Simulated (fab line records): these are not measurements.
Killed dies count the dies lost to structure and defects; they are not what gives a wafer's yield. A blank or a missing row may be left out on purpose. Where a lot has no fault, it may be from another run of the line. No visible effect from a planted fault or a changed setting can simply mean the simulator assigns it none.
Chamber matching -- flow n5_finfet -- 4 sister chambers for N5_BEOL_M14_TRENCH_ETCH_34 on rie_diel-03
The step etches SiO2 in C4F8/O2/Ar, target depth 556.65 nm, time 126.9 s. 8 wafers are shown with their chamber, then 10 later ones without.

== WAFERS WITH THEIR CHAMBER ==
wafer,chamber,showerhead_plenum_p_Torr (Torr),rf_vpp_V (V)
L079.6,3,3.63,2274
L080.2,3,3.63,2273
L080.4,1,3.43,2185
L082.2,1,3.43,2185
L082.4,2,3.31,2265
L082.6,0,3.50,2240
L085.3,0,3.49,2240
L085.5,2,3.31,2264

== WAFERS WITHOUT THEIR CHAMBER ==
wafer,showerhead_plenum_p_Torr (Torr),rf_vpp_V (V)
L085.6,3.43,2185
L089.4,3.42,2185
L089.5,3.42,2186
L089.6,3.31,2263
L094.2,3.61,2272
L094.4,3.42,2183
L094.5,3.30,2262
L097.1,3.61,2271
L097.3,3.48,2240
L097.6,3.61,2272

== EACH ONE'S CHAMBER ==
wafer,from the rows above,in truth
L085.6,1,1
L089.4,1,1
L089.5,1,1
L089.6,2,2
L094.2,3,3
L094.4,1,1
L094.5,2,2
L097.1,3,3
L097.3,0,0
L097.6,3,3
10 of 10 placed correctly. Not placeable from these rows: 0. Number placed wrongly: 0.
How it was worked out, from the rows above alone: a wafer's distance from a chamber is the root of the sum, over the readings, of the square of ((its reading less the chamber's mean) divided by the reading's scatter). If the next closest chamber is less than 2 further off than the closest, the wafer can't be placed; otherwise it belongs to the closest. For every chamber, the mean is computed from those of its wafers that are shown. The scatter: take each reading less its chamber's mean, square it, sum over the shown wafers, divide by the number of wafers less the number of chambers, and take the root.
